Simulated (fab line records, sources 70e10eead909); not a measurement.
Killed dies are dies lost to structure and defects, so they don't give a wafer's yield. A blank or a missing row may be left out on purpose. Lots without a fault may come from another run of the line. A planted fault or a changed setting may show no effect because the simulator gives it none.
A struck lot beside a sound one | flow nand_harc | 22 steps out of a route of 1302
Sound: wafers L649.1, L649.2, L649.6. Struck: wafers L655.1, L655.4, L655.5. The cause comes at the end.
At each step with rows: each side's tool, then ch and its chambers, then its first start. Under that, the readings that differ: sound wafers | struck wafers | difference of the means | sigmas: that difference in standard deviations of wafers without a fault.
alike: readings whose means differ by less than 2 such deviations, and words and numbers that are the same on both sides. not compared: withheld readings, readings that some wafer has no value for, bounds like >300 that may hide the same value, and numbers for which the record gives no deviation and whose values overlap.
The two part at a step that has a row with sigmas, a row that says differs or no value, or rows on one side only. Numbers that don't overlap but have no deviation are shown without sigmas and don't part them. A reading that every wafer of one side lacks parts them only if that side has two wafers or more.

first, 2 steps without rows for these wafers: NHARC_A_SLIT_PEB_07 (peb time 65 s); NHARC_A_SLIT_DEVELOP_08 (develop time 35 s).
NHARC_A_SLIT_CD_MEAS_09: target cd 300 nm.
  sound on cd_sem-01 ch 0, day 20 16:13; struck on cd_sem-01 ch 0, day 22 10:44
  alike: cd_nm
NHARC_A_SLIT_OVL_MEAS_10:
  sound on overlay-01, day 20 16:18; struck on overlay-01, day 22 10:49
  alike: overlay_x_nm, overlay_y_nm
NHARC_A_SLIT_INSPECT_11:
  sound on defect_inspect-02, day 20 16:20; struck on defect_inspect-01, day 22 10:51
  alike: raw_defect_count
NHARC_A_SLIT_DESCUM_14: chemistry O2, time 3 s.
  sound on rie_diel-03 ch 1,3, day 20 16:24; struck on rie_diel-02 ch 1,3, day 22 10:55
  reading               | sound             | struck            | difference | sigmas
  oes_product_au (a.u.) | 1.024 0.991 1.026 | 1.004 0.977 0.987 | -0.024     | -2
  alike: drypump_motor_current_A, rf_vpp_V, showerhead_plenum_p_Torr, throttle_valve_pct
  not compared: rf_hours_counter_h
NHARC_A_SLIT_ETCH_24: etches the open film in CF4/CHF3, target depth 121 nm, time 60.5 s.
  sound on rie_diel-03 ch 1,3, day 20 16:29; struck on rie_diel-02 ch 0,3, day 22 11:00
  alike: drypump_motor_current_A, oes_product_au, rf_vpp_V, showerhead_plenum_p_Torr, throttle_valve_pct
  not compared: rf_hours_counter_h
NHARC_A_SLIT_ETCH_15: etches the open film in O2/COS, target depth 6200 nm, time 1612 s.
  sound on rie_diel-03 ch 2,3; struck on rie_diel-02 ch 0,1,2
  reading               | sound             | struck            | difference | sigmas
  oes_product_au (a.u.) | 1.021 1.030 1.011 | 0.990 0.981 1.008 | -0.028     | -2
  alike: drypump_motor_current_A, rf_vpp_V, showerhead_plenum_p_Torr, throttle_valve_pct
  not compared: rf_hours_counter_h
then, 1 step without rows for these wafers: NHARC_A_SLIT_ETCH_17 (etches the open film in C4F8/O2/Ar, time 4254.5 s, target depth 20300 nm).
NHARC_A_SLIT_ETCH_26: etches the open film in C4F8/O2/Ar, time 90 s, target depth 400 nm.
  sound on har_etch-01 ch 0,1, day 20 21:17; struck on har_etch-01 ch 0, day 22 15:46
  alike: drypump_motor_current_A, showerhead_plenum_p_Torr, throttle_valve_pct
  not compared: rf_hours_counter_h
then, 1 step without rows for these wafers: NHARC_A_SLIT_STRIP_28 (strips in O2/COS).
NHARC_A_SLIT_ETCH_29: etches the open film in CF4/O2, target depth 100 nm, overetch 10 nm, time 55 s.
  sound on rie_diel-02 ch 0,3, day 20 22:10; struck on rie_diel-12 ch 0,2,3, day 22 16:40
  alike: drypump_motor_current_A, oes_product_au, rf_vpp_V, showerhead_plenum_p_Torr, throttle_valve_pct
  not compared: rf_hours_counter_h
NHARC_A_SLIT_STRIP_18: strips in O2.
  sound on rie_diel-02 ch 0,3, day 20 22:15; struck on rie_diel-12 ch 2,3, day 22 16:46
  alike: drypump_motor_current_A, oes_product_au, rf_vpp_V, showerhead_plenum_p_Torr, throttle_valve_pct
  not compared: rf_hours_counter_h
then, 2 steps without rows for these wafers: NHARC_A_SLIT_PRECLEAN_19 (cleans in SC1); NHARC_A_SLIT_SRD_20.
NHARC_A_SLIT_CD_MEAS_21:
  sound on cd_sem-02, day 20 22:42; struck on cd_sem-02, day 22 17:11
  alike: cd_nm
then, 3 steps without rows for these wafers: NHARC_A_SIN_REMOVE_WET_00 (chemistry H3PO4, time 15300 s); NHARC_A_SIN_REMOVE_PRECLEAN_01 (cleans in SC1); NHARC_A_SIN_REMOVE_SRD_02.
NHARC_A_SIN_REMOVE_INSPECT_04:
  sound on defect_inspect-01, day 21 05:22; struck on defect_inspect-01, day 22 23:46
  reading          | sound       | struck         | difference | sigmas
  raw_defect_count | 392 303 333 | 1363 1356 1325 | +1005      | +10
then, 1 step without rows for these wafers: NHARC_A_WL_FILL_ALD_00 (deposits Al2O3, target thk 3 nm, pulse time 3 s, ald cycles 30).
-- the record jumps here: 4 days lie between the struck wafers' starts before and after (it left off in module A_WL_FILL and takes up again in module END, whose first step shown is number 1302 of the route) --
NHARC_END_SORT_01:
  the record has rows for the struck wafers here (prober-01 ch 0, day 27 00:44) and none for the sound ones

WHERE THEY PART
First at NHARC_A_SLIT_DESCUM_14; last, within this record, at NHARC_END_SORT_01.

WHY: what the simulator had put in
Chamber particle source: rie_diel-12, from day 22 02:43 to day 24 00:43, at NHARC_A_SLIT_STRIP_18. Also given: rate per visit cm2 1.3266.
